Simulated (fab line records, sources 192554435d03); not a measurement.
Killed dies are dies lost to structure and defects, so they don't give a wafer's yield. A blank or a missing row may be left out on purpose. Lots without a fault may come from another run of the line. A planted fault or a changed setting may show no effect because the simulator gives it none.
Split-lot experiment | flow n5_finfet | 7 lots, 21 wafers read, on a route of 1938 steps

THE SPLIT
At N5_SD_EPI_N_PEB_07 (peb time 60 s), the setting peb_temp_c was moved away from the recipe's 110 C on 6 of the 21 wafers read, by -2.7% to +2.9%. The other wafers ran this setting at the recipe's value.

FROM THE SPLIT TO THE READING: what the file shows between them, 1 step
- N5_SD_EPI_N_DEVELOP_08: develop time 30 s

THE READING
cd_nm, in nm, at N5_SD_EPI_N_CD_MEAS_09 (target cd 120 nm). Fault-free wafers of this fab line usually give 120.2 nm, standard deviation 0.65 nm.

wafer  | tool, chamber at the split | peb_temp_c as run, C | against the recipe | cd_nm, nm | against lot-mates on the recipe
L075.1 | litho_track-01, 0          | 110                  | recipe             | 121.3     | -
L075.4 | litho_track-01, 0          | 110                  | recipe             | 120.8     | -
L075.5 | litho_track-01, 0          | 110                  | recipe             | 119.8     | -
L080.1 | litho_track-01, 0          | 110                  | recipe             | 121.2     | -
L080.3 | litho_track-01, 0          | 113.2                | +2.9%              | 128.6     | +7.4
L080.5 | litho_track-01, 0          | 113.2                | +2.9%              | 127.8     | +6.6
L083.3 | litho_track-05, 0          | 110                  | recipe             | 120.6     | -
L083.5 | litho_track-05, 0          | 110                  | recipe             | 120.2     | -
L083.6 | litho_track-05, 0          | 111.4                | +1.3%              | 122.9     | +2.5
L084.1 | litho_track-01, 0          | 110                  | recipe             | 119.1     | -
L084.2 | litho_track-01, 0          | 110                  | recipe             | 119.3     | -
L084.3 | litho_track-01, 0          | 108.2                | -1.6%              | 114.5     | -4.7
L088.1 | litho_track-01, 0          | 110                  | recipe             | 121.0     | -
L088.3 | litho_track-01, 0          | 107                  | -2.7%              | 113.0     | -8.0
L088.4 | litho_track-01, 0          | 107                  | -2.7%              | 112.2     | -8.8
L090.3 | litho_track-01, 0          | 110                  | recipe             | 120.1     | -
L090.4 | litho_track-01, 0          | 110                  | recipe             | 120.6     | -
L090.6 | litho_track-01, 0          | 110                  | recipe             | 120.3     | -
L093.1 | litho_track-01, 0          | 110                  | recipe             | 120.4     | -
L093.3 | litho_track-01, 0          | 110                  | recipe             | 120.6     | -
L093.6 | litho_track-01, 0          | 110                  | recipe             | 119.8     | -

THE FIT
A straight line over all 21 wafers: cd_nm changes by +2.79 nm for each +1% of peb_temp_c; r = +0.98; the points scatter about the line by 0.68 nm.
The same after taking each lot's own level away (the mean of its wafers on the recipe; 21 wafers): +2.7 nm for each +1%; r = +0.99; scatter 0.55 nm.
On that fit, the largest move of peb_temp_c shifts the reading by 7.9 nm.
The lots' own levels span 119.20 to 121.20 nm, that is 3.1 times the standard deviation above.
So the lot-to-lot level changes the slope little: the two slopes agree.
Check: with one of the wafers moved furthest among these (+2.9%) left out of the fit, the line predicts +7.7 nm for it against its lot-mates. It came out at +7.4 nm against them.

OTHER SPLITS ON THESE WAFERS
These wafers also went through other splits before the reading. Each is held against what the fit with the lots' levels taken away leaves over:
other split on the same wafers           | wafers away from the commonest value | r with cd_nm (lot level and that fit taken away)
N5_PMOS_HMC_CHANNEL_EPI_COAT_31 spin_rpm | 6                                    | +0.01
N5_FIN_SAQP_PECVD_06 time_s              | 7                                    | -0.02
N5_FIN_SAQP_HM_DEP_72 time_s             | 6                                    | -0.10
N5_FIN_CUT_CUT_ETCH_26 source_w          | 4                                    | +0.28
N5_SD_EPI_N_COAT_03 spin_rpm             | 7                                    | -0.25

THE WHOLE CHAIN: every reading that the file lists as answering this split, in the file's order
step                   | what it does                              | reading                                                         | change (the file's fit)              | r (the file's)
N5_SD_EPI_N_CD_MEAS_09 | target cd 120 nm                          | cd_nm                                                           | +2.68 nm for each +1% of the setting | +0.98
N5_SD_EPI_N_DESCUM_14  | chemistry O2, time 7.9 s                  | SD_EPI_N.cd_nm (the simulator's own value, which no gauge read) | +2.69 nm for each +1% of the setting | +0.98
N5_SD_EPI_N_ETCH_16    | etches SiO2 in CHF3/O2, target depth 5 nm | SD_EPI_N.cd_nm (the simulator's own value, which no gauge read) | +2.75 nm for each +1% of the setting | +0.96

THE FILE'S OWN FIT
cd_nm changes by +2.68 nm for each +1% of peb_temp_c, r = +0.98.
